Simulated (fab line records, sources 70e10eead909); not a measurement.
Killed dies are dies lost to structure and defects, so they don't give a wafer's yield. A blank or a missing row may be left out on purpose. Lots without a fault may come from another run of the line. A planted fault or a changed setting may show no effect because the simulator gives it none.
Problem report in the 8D (eight disciplines) form, filled by code | flow nand_harc | the parts of the form that need people (team, actions taken, sign-off) are left out

1. THE PROBLEM
killed_at_array at NHARC_END_SORT_01 reads a mean of 639 on 4 wafers of 3 lots; wafers without a fault read 26 with a standard deviation of 9.9. That is +62 standard deviations from the usual mean.
First seen on wafer L866.4, day 21 12:41, on prober-01. The record holds 9 wafers of 3 lots with a number at this step. Rule for "out", or "out of limits": more than 4 standard deviations from the usual mean. The other wafers with a number count as sound.

2. WHAT IT IS AND WHAT IT IS NOT
question                    | is                             | is not
which readings at this step | killed_at_array, killed_dies   | killed_at_other, killed_at_periphery, killed_open
which lots                  | L866, L867, L868               | -
which wafers of those lots  | L866.4, L866.6, L867.4, L868.4 | L866.2, L867.3, L867.5, L868.2, L868.5
read on which gauges        | prober-01, prober-02           | -
when                        | from day 21 12:41              | up to then (1 sound wafer); but 4 sound wafers of L867, L868 came after

3. SUSPECTS, AND WHAT RULES EACH OUT
Counting: a tool at a process step up to the reading stays a suspect if it ran every lot that is out. Sound lots after the first of them don't rule it out here, since some wafers of a struck lot are sound.
- the gauge at NHARC_END_SORT_01: ruled out. The wafers that are out were read on 2 gauges (prober-01, prober-02).
- rie_diel-08 at NHARC_A_STAIRCASE_ETCH_190 (etches the open film in C4F8/O2, target depth 100 nm, time 40.5 s): kept. It ran every lot that is out, first L867 (day 12 23:04). Its own readings are out on those wafers: oes_product_au.
- Within rie_diel-08 at NHARC_A_STAIRCASE_ETCH_190: the wafers that are out ran in chambers 0, 2; their sound lot-mates ran in chambers 1, 3.
Left after counting: rie_diel-08 at NHARC_A_STAIRCASE_ETCH_190.

4. THE CAUSE (what the simulator had put in)
Process parameter drift: rie_diel-08, from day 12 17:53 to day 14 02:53, at NHARC_A_STAIRCASE_ETCH_190. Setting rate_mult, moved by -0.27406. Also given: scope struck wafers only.
Counting left only this tool.

5. THE CHAIN OF EFFECTS, in route order
Each row: a reading whose mean over the struck wafers that have a number lies more than 3 standard deviations from the usual. Only readings for which the record gives a usual standard deviation are gone through. hours: the time from each lot's start at the first step in this table that gives one to its start at this step, as a median over the lots. sigmas: the change in usual standard deviations.
hours | step                       | reading         | usual      | on struck wafers | change | sigmas
0     | NHARC_A_STAIRCASE_ETCH_190 | oes_product_au  | 0.938 a.u. | 0.777            | -0.161 | -15
207   | NHARC_END_SORT_01          | killed_at_array | 26         | 639              | +613   | +62
207   | NHARC_END_SORT_01          | killed_dies     | 29         | 642              | +613   | +62
The process steps in it:
- NHARC_A_STAIRCASE_ETCH_190: etches the open film in C4F8/O2, target depth 100 nm, time 40.5 s.

6. WHAT WOULD HAVE CAUGHT IT SOONER
In this record the first reading out of limits at a measuring or inspecting step was taken at day 21 12:41, 211 hours after the fault began at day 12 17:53.
The tool's own readings at NHARC_A_STAIRCASE_ETCH_190 were out on every struck wafer that the step has a row for (oes_product_au): an alarm limit on them would have fired on the first of those.
All the lots that are out (3) had begun NHARC_A_STAIRCASE_ETCH_190 on rie_diel-08 by day 21 12:41. A hold on the tool at that time would have spared none of them.
